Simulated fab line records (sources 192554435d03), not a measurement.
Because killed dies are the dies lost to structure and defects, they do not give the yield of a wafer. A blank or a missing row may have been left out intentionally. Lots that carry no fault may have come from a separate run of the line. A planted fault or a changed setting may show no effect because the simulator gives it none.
A lot that was struck, set against a sound lot / flow n5Finfet / 22 out of 1938 route steps
Sound: the wafers L716.1, L716.3, L716.4. Wafers struck: L718.1, L718.2, L718.3. At the end, the cause is stated.
Each step with rows lists, per side, the tool, then ch with its chambers, then its first start. Under that, the readings that differ: sound wafers / struck wafers / difference of the means / sigmas: that difference in standard deviations of wafers without a fault.
alike: same words and numbers on both sides, and readings whose means sit less than 2 such deviations apart. not compared: any withheld reading, any reading some wafer has no value for, any bound like >300 that may hide the same value, and any number with overlapping values for which the record gives no deviation.
The two part at a step that has a row with sigmas, a row that says differs or no value, or rows on one side only. Numbers that have no deviation but don't overlap get no sigmas and don't part them. A reading missing from all wafers of one side parts the sides only when that side holds two or more wafers.

first, 8 steps without rows for these wafers: N5_BEOL_M10_PRE_CLEAN_55 (time 15 s); N5_BEOL_M10_DEP_56 (deposits SiCN from 3MS/NH3, target thk 15 nm, time 26.5 s); N5_BEOL_M11_ILD_DEP_00 (deposits SiCOH lowk from DEMS/porogen, target thk 308.51 nm, time 58 s); N5_BEOL_M11_CURE_71 (cures SiCOH lowk, time 240 s); N5_BEOL_M11_PECVD_70 (deposits SiO2 from TEOS/O2, target thk 20 nm, time 22.7 s); N5_BEOL_M11_HM_DEP_02 (deposits TiN, target thk 20 nm); N5_BEOL_M11_COAT_59 (time 60 s, resist thk 100 nm); N5_BEOL_M11_COAT_60 (time 60 s, resist thk 30 nm).
N5_BEOL_M11_COAT_05: resist thk 90 nm.
  sound on lithoTrack-02 ch 0, day 12 15:26; struck on lithoTrack-02 ch 0, day 13 08:46
reading=spinSpeedRpm (rpm); sound=1499.0 1500.2 1499.1; struck=774.9 774.1 774.1; difference=-725.1; sigmas=-99 or more
reading=model.CAR-ArF_of_BEOL_M11_COAT_05.thkNm (nm); sound=90 90.2 90; struck=125.2 124.6 125.2; difference=+34.9; sigmas=
  alike: exhaustPa
then, 6 steps without rows for these wafers: N5_BEOL_M11_EBR_07; N5_BEOL_M11_SOFTBAKE_06 (time 60 s); N5_BEOL_M11_EXPOSE_08 (exposes mask M11); N5_BEOL_M11_PEB_09 (peb time 60 s); N5_BEOL_M11_DEVELOP_10 (develop time 30 s); N5_BEOL_M11_DESCUM_16 (chemistry O2, time 7.9 s).
N5_BEOL_M11_ETCH_61: etches SiARC in CF4, target depth 39 nm, time 65 s.
  sound on rieDiel-02 ch 0,3, day 12 15:55; struck on rieDiel-03 ch 0,1,3, day 13 09:55
reading=showerheadPlenumPTorr (Torr); sound=2.13 1.97 1.97; struck=2.18 2.13 2.24; difference=+0.16; sigmas=+2
reading=model.CAR-ArF_of_BEOL_M11_COAT_05.thkNm (nm); sound=55.6 55.6 55.4; struck=90.6 90.2 90.6; difference=+34.9; sigmas=
reading=model.BEOL_M11.cdOffsetNm (nm); sound=0.8 0 0.2; struck=-1.2 -1.4 -1.6; difference=-1.7; sigmas=
  alike: drypumpMotorCurrentA, etchRfOnTimeS, oesProductAu, rfVppV, throttleValvePct
  not compared: rfHoursCounterH
then, 3 steps without rows for these wafers: N5_BEOL_M11_ETCH_62 (etches SOC in N2/H2, target depth 110 nm, overetch 22 nm, time 165 s); N5_BEOL_M11_STRIP_68 (strips in N2/H2); N5_BEOL_M11_STRIP_67 (strips in CF4).
N5_BEOL_M11_HM_OPEN_17: chemistry Cl2/BCl3, target TiN, target depth 20 nm, overetch 6 nm.
  sound on rieMetal-02 ch 0,1, day 12 16:10; struck on rieMetal-03 ch 0,1, day 13 10:09
reading=model.BEOL_M11.cdOffsetNm (nm); sound=0.8 0.2 0; struck=-1 -1.2 -1.6; difference=-2; sigmas=
  alike: drypumpMotorCurrentA, oesProductAu, throttleValvePct
  not compared: rfHoursCounterH
then, 1 step without rows for these wafers: N5_BEOL_M11_STRIP_19 (strips in O2).
N5_PASSIVATION_PROBE_49:
  rows exist in the record for the sound wafers here (prober-01, day 15 03:25), none for the struck ones

== WHERE THEY PART ==
At N5_BEOL_M11_COAT_05 first; at N5_PASSIVATION_PROBE_49 last (within this record only).

WHY: whatever the simulator had introduced
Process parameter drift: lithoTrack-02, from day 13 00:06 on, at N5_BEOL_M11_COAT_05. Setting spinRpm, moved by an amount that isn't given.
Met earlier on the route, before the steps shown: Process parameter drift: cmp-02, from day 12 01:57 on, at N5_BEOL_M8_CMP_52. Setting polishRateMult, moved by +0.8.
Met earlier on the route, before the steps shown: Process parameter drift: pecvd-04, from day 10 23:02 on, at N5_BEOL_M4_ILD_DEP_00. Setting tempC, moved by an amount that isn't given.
